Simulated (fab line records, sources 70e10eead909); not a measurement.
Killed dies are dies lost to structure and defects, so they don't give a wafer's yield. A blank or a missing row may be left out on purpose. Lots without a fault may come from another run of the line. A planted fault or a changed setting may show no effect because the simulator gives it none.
Which tool did it? | flow nand_harc | 12 lots, 36 wafers sampled, at 3 steps of a route of 1302

WHAT THE GAUGES READ, wafer by wafer
NHARC_A_CHANNEL_HOLE_D2_CD_MEAS_31. Usual: cd_nm 90.9 nm, standard deviation 1.7.
lot  | measured     | on        | cd_nm (nm)     | flag
L194 | day 13 12:06 | cd_sem-02 | 89.6 88.9 90.5 |
L199 | day 16 06:30 | cd_sem-03 | 91.7 87.6 90.0 |
L201 | day 16 17:56 | cd_sem-02 | 90.3 91.9 91.5 |
L202 | day 17 15:50 | cd_sem-01 | 89.5 89.5 89.5 |
L204 | day 18 12:50 | cd_sem-01 | 90.0 91.1 90.0 |
L205 | day 18 14:31 | cd_sem-02 | 91.3 93.2 91.1 |
L211 | day 20 15:59 | cd_sem-02 | 87.8 93.3 92.4 |
L213 | day 21 19:11 | cd_sem-01 | 91.6 93.9 90.0 |
L212 | day 21 19:37 | cd_sem-01 | 95.3 88.0 92.5 |
L214 | day 22 13:40 | cd_sem-01 | 92.0 91.8 91.4 |
L215 | day 22 14:01 | cd_sem-03 | 89.6 90.8 91.5 |
L216 | day 23 00:29 | cd_sem-03 | 88.9 89.9 90.7 |

WHICH TOOL RAN EACH LOT (tool, then ch and the chambers of the sampled wafers, then the start)
lot  | NHARC_A_CHANNEL_HOLE_D2_ETCH_34               | NHARC_A_CHANNEL_HOLE_D2_ETCH_23
L194 | rie_diel-07 ch 0,1,3, day 13 08:00 or earlier | har_etch-01 ch 0,1, day 13 08:00
L199 | rie_diel-07 ch 0,2,3, day 16 02:33 or earlier | har_etch-01 ch 0,1, day 16 02:33
L201 | rie_diel-06 ch 1,3, day 16 13:52 or earlier   | har_etch-01 ch 0, day 16 13:52
L202 | rie_diel-07 ch 0,1,2, day 17 11:35 or earlier | har_etch-02 ch 0,1, day 17 11:35
L204 | rie_diel-07 ch 0,1,3, day 18 08:59 or earlier | har_etch-01 ch 0,1, day 18 08:59
L205 | rie_diel-06 ch 1,3, day 18 10:47 or earlier   | har_etch-02 ch 0,1, day 18 10:47
L211 | rie_diel-01 ch 0,1,3, day 20 11:55 or earlier | har_etch-02 ch 0,1, day 20 11:55
L213 | rie_diel-01 ch 0,2,3, day 21 15:14 or earlier | har_etch-02 ch 0,1, day 21 15:14
L212 | rie_diel-07 ch 1,2, day 21 15:29 or earlier   | har_etch-01 ch 0,1, day 21 15:29
L214 | rie_diel-01 ch 2,3, day 22 09:35 or earlier   | har_etch-02 ch 0,1, day 22 09:35
L215 | rie_diel-06 ch 0,3, day 22 09:55 or earlier   | har_etch-01 ch 0,1, day 22 09:55
L216 | rie_diel-01 ch 0,2,3, day 22 20:31 or earlier | har_etch-01 ch 0,1, day 22 20:31
- NHARC_A_CHANNEL_HOLE_D2_ETCH_34: etches the open film in CF4/CHF3, target depth 154 nm, time 77 s.
- NHARC_A_CHANNEL_HOLE_D2_ETCH_23: etches the open film in C4F8/O2/Ar, time 819 s, target depth 1600 nm.

WHAT THE TOOLS THEMSELVES READ (means of the sampled wafers that have a number; where no wafer has one, the mark that the record gives instead)
NHARC_A_CHANNEL_HOLE_D2_ETCH_34. Usual: bias_w 199.9 W, standard deviation 0.64; chf3_flow_sccm 30.00 sccm, standard deviation 0.097; drypump_motor_current_A 5.64 A, standard deviation 0.24; oes_product_au 0.958 a.u., standard deviation 0.026; rf_vpp_V 370.8 V, standard deviation 2.6; showerhead_plenum_p_Torr 1.58 Torr, standard deviation 0.076; throttle_valve_pct 16.802 %, standard deviation 0.0087.
lot  | tool        | bias_w (W) | chf3_flow_sccm (sccm) | drypump_motor_current_A (A) | oes_product_au (a.u.) | rf_vpp_V (V) | showerhead_plenum_p_Torr (Torr) | throttle_valve_pct (%) | flag
L194 | rie_diel-07 | 200.0      | 30.05                 | 5.55                        | 0.932                 | 371.1        | 1.58                            | 16.800                 |
L199 | rie_diel-07 | 199.8      | 30.08                 | 5.60                        | 0.958                 | 369.4        | 1.55                            | 16.804                 |
L201 | rie_diel-06 | 199.8      | 30.07                 | 5.71                        | 0.951                 | 371.9        | 1.60                            | 16.798                 |
L202 | rie_diel-07 | 199.7      | 29.97                 | 5.66                        | 0.968                 | 371.3        | 1.57                            | 16.804                 |
L204 | rie_diel-07 | 200.0      | 30.03                 | 5.56                        | 0.970                 | 371.0        | 1.58                            | 16.801                 |
L205 | rie_diel-06 | 199.9      | 30.09                 | 5.76                        | 0.922                 | 371.9        | 1.62                            | 16.807                 |
L211 | rie_diel-01 | 200.4      | 29.95                 | 5.75                        | 0.927                 | 370.7        | 1.55                            | 16.810                 |
L213 | rie_diel-01 | 199.4      | 29.99                 | 5.85                        | 0.931                 | 372.1        | 1.61                            | 16.802                 |
L212 | rie_diel-07 | 200.8      | 29.93                 | 5.59                        | 0.980                 | 368.2        | 1.50                            | 16.808                 |
L214 | rie_diel-01 | 199.9      | 29.85                 | 5.76                        | 0.966                 | 373.6        | 1.67                            | 16.805                 |
L215 | rie_diel-06 | 199.6      | 30.08                 | 5.39                        | 0.963                 | 373.2        | 1.64                            | 16.798                 |
L216 | rie_diel-01 | 199.5      | 29.98                 | 5.84                        | 0.953                 | 371.9        | 1.61                            | 16.807                 |

NHARC_A_CHANNEL_HOLE_D2_ETCH_23. Usual: drypump_motor_current_A 5.99 A, standard deviation 0.1; showerhead_plenum_p_Torr 3.71 Torr, standard deviation 0.1; throttle_valve_pct 32.155 %, standard deviation 0.0094.
lot  | tool        | drypump_motor_current_A (A) | showerhead_plenum_p_Torr (Torr) | throttle_valve_pct (%) | flag
L194 | har_etch-01 | 5.89                        | 3.70                            | 32.148                 |
L199 | har_etch-01 | 5.88                        | 3.68                            | 32.147                 |
L201 | har_etch-01 | 5.95                        | 3.68                            | 32.157                 |
L202 | har_etch-02 | 6.10                        | 3.77                            | 32.148                 |
L204 | har_etch-01 | 5.94                        | 3.66                            | 32.160                 |
L205 | har_etch-02 | 6.05                        | 3.84                            | 32.156                 |
L211 | har_etch-02 | 6.08                        | 3.75                            | 32.157                 |
L213 | har_etch-02 | 6.07                        | 3.74                            | 32.153                 |
L212 | har_etch-01 | 5.86                        | 3.63                            | 32.146                 |
L214 | har_etch-02 | 6.07                        | 3.81                            | 32.150                 |
L215 | har_etch-01 | 5.88                        | 3.63                            | 32.159                 |
L216 | har_etch-01 | 5.89                        | 3.63                            | 32.153                 |

THE ANSWER, worked out from the rows above alone
Rule: a lot is off if the mean of its wafers that have a number lies more than 3 standard deviations from the usual mean. A lot without any number at a reading at which 4 lots or more have one is off too. The other lots that the step has rows for count as sound. The gauges are gone through in route order, then the tools' own readings, and for those a lot's mean is taken as printed above. The first step at which some lot is off is used, and at that step the reading that is off furthest; a lot without a number counts as furthest.
No lot is off at any reading shown: from this, nothing can be told.

WHAT THE SIMULATOR HAD PUT IN
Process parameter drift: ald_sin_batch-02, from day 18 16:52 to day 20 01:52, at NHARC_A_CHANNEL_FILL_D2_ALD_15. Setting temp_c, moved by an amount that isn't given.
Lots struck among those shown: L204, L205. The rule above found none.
